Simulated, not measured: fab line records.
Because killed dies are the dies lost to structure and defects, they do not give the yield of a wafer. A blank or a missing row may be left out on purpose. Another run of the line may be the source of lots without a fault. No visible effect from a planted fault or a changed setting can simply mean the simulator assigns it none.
The tool behind it: which one? | flow n5 finfet | 12 lots with 36 wafers sampled at 6 steps, on a route of 1938 steps

## WHAT EACH GAUGE READ, for each wafer
N5_BEOL_M3_OCD_MEAS_38.
lot  | measured     | on     | trench depth nm (nm)
L075 | day 7 14:39  | ocd-02 | 54.8 55.8 56.1
L076 | day 8 03:44  | ocd-01 | 57.1 53.7 57.0
L079 | day 8 06:37  | ocd-02 | 54.8 55.2 56.9
L081 | day 9 22:09  | ocd-02 | 56.4 56.2 56.2
L083 | day 10 02:10 | ocd-01 | 57.5 55.1 55.1
L085 | day 10 04:56 | ocd-01 | 54.8 54.6 54.7
L087 | day 10 16:58 | ocd-02 | 54.5 56.4 55.3
L089 | day 11 07:02 | ocd-02 | 55.0 54.2 55.8
L092 | day 12 00:59 | ocd-02 | 54.0 55.8 54.3
L093 | day 12 06:08 | ocd-02 | 55.4 55.6 54.5
L095 | day 12 19:06 | ocd-02 | 54.8 54.9 56.3
L097 | day 13 01:36 | ocd-01 | 54.3 56.0 56.3

## WHICH TOOL RAN EACH LOT (tool, then ch and the chambers of the sampled wafers, then the start)
lot  | N5_BEOL_M2_SPUTTER_92        | N5_BEOL_M2_SPUTTER_94        | N5_BEOL_M2_ANNEAL_95         | N5_BEOL_M2_PRE_CLEAN_60          | N5_BEOL_M2_CO_CAP_55
L075 | pvd sputter-02, day 7 08:45  | pvd sputter-02, day 7 08:58  | pvd sputter-02, day 7 09:03  | cvd co-01 ch 1,2, day 7 10:08    | cvd co-01 ch 1,2, day 7 10:11
L076 | pvd sputter-02, day 7 23:09  | pvd sputter-02, day 7 23:22  | pvd sputter-02, day 7 23:27  | cvd co-01 ch 0,1,2, day 8 00:25  | cvd co-01 ch 0,1,2, day 8 00:28
L079 | pvd sputter-01, day 8 02:13  | pvd sputter-01, day 8 02:26  | pvd sputter-01, day 8 02:31  | cvd co-01 ch 0,1,2, day 8 03:50  | cvd co-01 ch 0,1,2, day 8 03:53
L081 | pvd sputter-02, day 9 15:11  | pvd sputter-02, day 9 15:24  | pvd sputter-02, day 9 15:29  | cvd co-01 ch 0,1,2, day 9 16:55  | cvd co-01 ch 0,1,2, day 9 16:57
L083 | pvd sputter-01, day 9 18:03  | pvd sputter-01, day 9 18:16  | pvd sputter-01, day 9 18:21  | cvd co-01 ch 0,2, day 9 19:32    | cvd co-01 ch 0,2, day 9 19:34
L085 | pvd sputter-01, day 9 21:47  | pvd sputter-01, day 9 22:01  | pvd sputter-01, day 9 22:05  | cvd co-02 ch 0,1, day 9 23:19    | cvd co-02 ch 0,1, day 9 23:22
L087 | pvd sputter-03, day 10 10:34 | pvd sputter-03, day 10 10:47 | pvd sputter-03, day 10 10:52 | cvd co-01 ch 0,2, day 10 11:50   | cvd co-01 ch 0,2, day 10 11:52
L089 | pvd sputter-01, day 10 16:32 | pvd sputter-01, day 10 16:46 | pvd sputter-01, day 10 16:50 | cvd co-02 ch 0,1,2, day 10 18:03 | cvd co-02 ch 0,1,2, day 10 18:05
L092 | pvd sputter-02, day 11 14:46 | pvd sputter-02, day 11 14:59 | pvd sputter-02, day 11 15:04 | cvd co-02 ch 0,1,2, day 11 16:01 | cvd co-02 ch 0,1,2, day 11 16:04
L093 | pvd sputter-02, day 11 20:50 | pvd sputter-02, day 11 21:03 | pvd sputter-02, day 11 21:08 | cvd co-02 ch 0,1, day 11 22:17   | cvd co-02 ch 0,1, day 11 22:19
L095 | pvd sputter-03, day 12 11:54 | pvd sputter-03, day 12 12:07 | pvd sputter-03, day 12 12:12 | cvd co-02 ch 1,2, day 12 13:10   | cvd co-02 ch 1,2, day 12 13:12
L097 | pvd sputter-01, day 12 18:17 | pvd sputter-01, day 12 18:31 | pvd sputter-01, day 12 18:35 | cvd co-02 ch 0,2, day 12 19:53   | cvd co-02 ch 0,2, day 12 19:55
- N5_BEOL_M2_SPUTTER_92: material Cu, target thk 4.5 nm, time 8.29 s.
- N5_BEOL_M2_SPUTTER_94: material Cu, target thk 4.5 nm, time 8.29 s.
- N5_BEOL_M2_ANNEAL_95: time 240 s.
- N5_BEOL_M2_PRE_CLEAN_60: time 15 s.
- N5_BEOL_M2_CO_CAP_55: material Co, precursor CCTBA/H2, target thk 2 nm, time 102.1 s.

## THE ANSWER, worked out from the rows above alone
Rule: what is usual is taken from the lots themselves. Put in order of their means at a reading, lots are off if they are a third of the lots or fewer, leave a main group of 4 or more, and stand apart from it by a gap of 3 or more times the standard deviation of the main group's means; of several such gaps the widest counts. If all means in a main group match to the digits the tables above print for the reading, that group is not used. A lot without any number at a reading at which 4 lots or more have one is off too. The other lots that the step has rows for count as sound.
Nothing can be told from this: no lot is off at any reading shown.

## WHAT THE SIMULATOR HAD INSERTED
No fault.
